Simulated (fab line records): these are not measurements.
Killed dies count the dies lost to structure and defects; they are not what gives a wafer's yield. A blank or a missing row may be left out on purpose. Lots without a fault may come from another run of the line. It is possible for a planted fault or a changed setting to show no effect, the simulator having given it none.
Chamber matching | flow nand harc | 4 sister chambers for NHARC_A_CHANNEL_HOLE_D1_ETCH_38 on rie diel-02
The step etches the open film in CF4, target depth 39 nm, time 65 s. 24 wafers are shown with their chamber, then 12 later ones without.

== WAFERS PAIRED WITH THEIR CHAMBERS ==
wafer  | chamber | drypump motor current A (A) | rf vpp V (V) | oes product au (a.u.)
L074.2 | 3       | 5.4                         | 152.2        | 1.007
L074.3 | 1       | 6.1                         | 151.5        | 1.008
L074.5 | 0       | 5.1                         | 152.0        | 0.996
L076.4 | 2       | 6.0                         | 149.5        | 1.018
L076.5 | 1       | 6.1                         | 150.7        | 0.999
L076.6 | 0       | 5.2                         | 152.8        | 1.010
L078.2 | 3       | 5.4                         | 152.0        | 0.999
L078.3 | 2       | 6.0                         | 149.6        | 1.019
L078.6 | 3       | 5.4                         | 152.2        | 0.986
L081.2 | 0       | 5.2                         | 152.5        | 1.018
L081.4 | 2       | 6.0                         | 151.9        | 1.010
L081.5 | 2       | 6.0                         | 151.3        | 1.006
L080.2 | 3       | 5.4                         | 152.2        | 0.987
L080.3 | 1       | 6.1                         | 152.1        | 0.994
L080.4 | 0       | 5.2                         | 151.2        | 1.019
L084.4 | 0       | 5.2                         | 152.0        | 1.019
L084.5 | 0       | 5.2                         | 153.3        | 1.003
L084.6 | 3       | 5.4                         | 152.5        | 0.996
L086.1 | 3       | 5.4                         | 152.4        | 0.990
L086.2 | 0       | 5.1                         | 151.8        | 1.015
L086.4 | 2       | 6.0                         | 150.3        | 1.010
L089.3 | 1       | 6.1                         | 150.6        | 0.996
L089.4 | 2       | 6.0                         | 149.6        | 1.027
L089.5 | 0       | 5.2                         | 152.5        | 1.000

SIGNATURES (averages over the wafers above)
reading                 | chamber 0 | chamber 1 | chamber 2 | chamber 3 | scatter within a chamber
drypump motor current A | 5.175     | 6.100     | 6.000     | 5.400     | 0.0274
rf vpp V                | 152.262   | 151.225   | 150.367   | 152.250   | 0.699
oes product au          | 1.01000   | 0.99925   | 1.01500   | 0.99417   | 0.00818
Rule: for each reading, subtract the chamber's mean from the wafer's reading, divide by that reading's scatter and square the result; add these up over the readings and take the root, which gives the wafer's distance from the chamber. The wafer belongs to the nearest chamber; if the next one is less than 2 further off, it can't be placed. The scatter is the square root of a quotient: the sum, over the shown wafers, of each reading's squared deviation from its chamber's mean, divided by wafers minus chambers.

== WAFERS WITHOUT THEIR CHAMBER ==
wafer  | drypump motor current A (A) | rf vpp V (V) | oes product au (a.u.)
L091.1 | 5.2                         | 154.4        | 1.018
L091.3 | 6.1                         | 152.4        | 0.998
L091.4 | 6.0                         | 150.5        | 1.000
L092.1 | 5.4                         | 151.0        | 0.993
L092.2 | 5.1                         | 153.7        | 1.016
L092.5 | 6.1                         | 152.0        | 1.002
L095.1 | 6.0                         | 149.8        | 1.011
L095.2 | 6.1                         | 151.1        | 1.009
L095.4 | 6.0                         | 150.1        | 1.008
L096.1 | 6.0                         | 149.0        | 1.019
L096.3 | 5.4                         | 152.0        | 0.995
L096.4 | 6.1                         | 152.2        | 1.008

== CHAMBER TAKEN BY EACH ==
wafer  | from the rows above     | in truth
L091.1 | 0                       | 0
L091.3 | 1                       | 1
L091.4 | can't be placed: 2 or 1 | 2
L092.1 | 3                       | 3
L092.2 | 0                       | 0
L092.5 | 1                       | 1
L095.1 | 2                       | 2
L095.2 | 1                       | 1
L095.4 | 2                       | 2
L096.1 | 2                       | 2
L096.3 | 3                       | 3
L096.4 | 1                       | 1
11 of 12 placed correctly. Cannot be placed on the basis of these rows: 1; the candidates contain the true chamber in 1. 0 placed wrongly.
